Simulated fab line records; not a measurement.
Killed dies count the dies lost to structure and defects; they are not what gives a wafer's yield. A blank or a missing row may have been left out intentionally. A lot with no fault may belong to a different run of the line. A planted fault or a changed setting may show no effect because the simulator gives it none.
Chamber matching / flow n5Finfet / N5_BEOL_M1_ILD_DEP_00 on pecvd-03: 3 sister chambers
The step deposits SiOC from DEMS/O2, target thk 79 nm, time 15.3 s. 3 wafers are shown with their chamber, then 8 later ones without.

== EACH WAFER AND ITS CHAMBER ==
wafer=L080.2; chamber=1; throttleValvePct (%)=12.1
wafer=L083.6; chamber=0; throttleValvePct (%)=11.8
wafer=L084.2; chamber=2; throttleValvePct (%)=11.4

== WAFERS WHOSE CHAMBER IS MISSING ==
wafer=L084.3; throttleValvePct (%)=12.0
wafer=L084.6; throttleValvePct (%)=11.7
wafer=L089.1; throttleValvePct (%)=11.7
wafer=L089.2; throttleValvePct (%)=11.9
wafer=L089.4; throttleValvePct (%)=12.0
wafer=L090.2; throttleValvePct (%)=11.8
wafer=L090.3; throttleValvePct (%)=11.2
wafer=L090.5; throttleValvePct (%)=11.5

== THE CHAMBER EACH PASSED THROUGH ==
wafer=L084.3; from the rows above=can't be placed: 1 or 0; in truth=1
wafer=L084.6; from the rows above=can't be placed: 0 or 2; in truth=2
wafer=L089.1; from the rows above=can't be placed: 0 or 2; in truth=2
wafer=L089.2; from the rows above=can't be placed: 0 or 1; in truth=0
wafer=L089.4; from the rows above=can't be placed: 1 or 0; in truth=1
wafer=L090.2; from the rows above=0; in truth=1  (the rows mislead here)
wafer=L090.3; from the rows above=2; in truth=2
wafer=L090.5; from the rows above=can't be placed: 2 or 0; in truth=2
Correct placement for 1 of the 8. Cannot be placed on the basis of these rows: 6; the candidates contain the true chamber in 6. 1 placed wrongly.
How it was worked out, from the rows above alone: a wafer's distance from a chamber is the root of the sum, over the readings, of the square of ((its reading less the chamber's mean) divided by the reading's scatter). The wafer belongs to the nearest chamber; if the next one is less than 2 further off, it can't be placed. A chamber's mean is the mean of its shown wafers. The scatter: with one shown wafer a chamber, the root of the mean of the squares of how far each hidden wafer lies from its nearest shown one.
